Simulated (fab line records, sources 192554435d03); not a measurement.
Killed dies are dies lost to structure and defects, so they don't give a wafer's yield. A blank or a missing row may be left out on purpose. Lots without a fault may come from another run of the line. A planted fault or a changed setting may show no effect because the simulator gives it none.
Which tool did it? | flow n5_finfet | 12 lots, 36 wafers sampled, at 4 steps of a route of 1938

WHAT THE GAUGES READ, wafer by wafer
N5_BEOL_M0_SAQP_INSPECT_16: inspects for defects (brightfield).
lot  | measured     | on                | raw_defect_count
L074 | day 6 03:16  | defect_inspect-02 | 331 448 375
L077 | day 6 13:54  | defect_inspect-01 | 466 434 520
L079 | day 6 21:35  | defect_inspect-02 | 402 457 295
L081 | day 7 04:30  | defect_inspect-01 | 596 316 527
L083 | day 8 02:52  | defect_inspect-01 | 668 537 464
L085 | day 8 20:00  | defect_inspect-02 | 414 426 390
L087 | day 9 04:55  | defect_inspect-01 | 312 306 367
L089 | day 9 10:59  | defect_inspect-01 | 677 566 490
L091 | day 9 19:04  | defect_inspect-02 | 438 533 398
L093 | day 11 08:35 | defect_inspect-01 | 433 305 400
L095 | day 11 09:08 | defect_inspect-02 | 738 654 554
L097 | day 11 09:45 | defect_inspect-01 | 490 821 674

WHICH TOOL RAN EACH LOT (tool, then ch and the chambers of the sampled wafers, then the start)
lot  | N5_MOL_CONTACT_COAG_ETCHBACK_136   | N5_BEOL_M0_SAQP_ILD_DEP_01      | N5_BEOL_M0_SAQP_HM_DEP_111
L074 | rie_diel-01 ch 0,1,3, day 5 19:49  | pecvd-01 ch 0,1,2, day 6 00:28  | pecvd-03 ch 0,2, day 6 02:46
L077 | rie_diel-01 ch 0,2, day 6 07:59    | pecvd-03 ch 0,1,2, day 6 12:33  | pecvd-03 ch 0,1,2, day 6 13:24
L079 | rie_diel-03 ch 1,3, day 6 15:59    | pecvd-02 ch 0,1,2, day 6 20:34  | pecvd-02 ch 0,1, day 6 21:05
L081 | rie_diel-01 ch 2,3, day 6 22:59    | pecvd-02 ch 0,2, day 7 03:32    | pecvd-03 ch 0,1,2, day 7 04:00
L083 | rie_diel-01 ch 0,3, day 7 20:35    | pecvd-02 ch 0,2, day 8 01:20    | pecvd-02 ch 0,2, day 8 02:28
L085 | rie_diel-01 ch 0,2, day 8 12:50    | pecvd-01 ch 1,2, day 8 17:23    | pecvd-03 ch 1,2, day 8 19:30
L087 | rie_diel-03 ch 1,2, day 8 19:49    | pecvd-03 ch 1,2, day 9 03:12    | pecvd-03 ch 0,1,2, day 9 04:32
L089 | rie_diel-05 ch 1,2,3, day 9 03:38  | pecvd-01 ch 1,2, day 9 08:13    | pecvd-03 ch 1,2, day 9 10:28
L091 | rie_diel-03 ch 0,2,3, day 9 10:43  | pecvd-01 ch 0,1,2, day 9 17:59  | pecvd-03 ch 0,2, day 9 18:34
L093 | rie_diel-05 ch 0,1, day 10 03:19   | pecvd-02 ch 0,2, day 11 06:56   | pecvd-01 ch 0,1, day 11 08:12
L095 | rie_diel-03 ch 0,1,3, day 10 11:50 | pecvd-03 ch 1,2, day 11 07:14   | pecvd-01 ch 0,2, day 11 08:30
L097 | rie_diel-01 ch 1,2, day 11 00:24   | pecvd-03 ch 0,1,2, day 11 07:32 | pecvd-03 ch 0,1, day 11 09:15
- N5_MOL_CONTACT_COAG_ETCHBACK_136: etches SiO2 in CHF3, target depth 25 nm, time 16.7 s.
- N5_BEOL_M0_SAQP_ILD_DEP_01: deposits SiOC from DEMS/O2, target thk 45.419 nm, time 8.7 s.
- N5_BEOL_M0_SAQP_HM_DEP_111: deposits SiO2 from SiH4/N2O, target thk 12 nm, time 7.2 s.

THE ANSWER, worked out from the rows above alone
Rule: what is usual is taken from the lots themselves. Put in order of their means at a reading, lots are off if they are a third of the lots or fewer, leave a main group of 4 or more, and stand apart from it by a gap of 3 or more times the standard deviation of the main group's means; of several such gaps the widest counts. A main group whose means are all the same, to the digits that the tables above print for the reading, isn't used. A lot without any number at a reading at which 4 lots or more have one is off too. The other lots that the step has rows for count as sound.
No lot is off at any reading shown: from this, nothing can be told.

WHAT THE SIMULATOR HAD PUT IN
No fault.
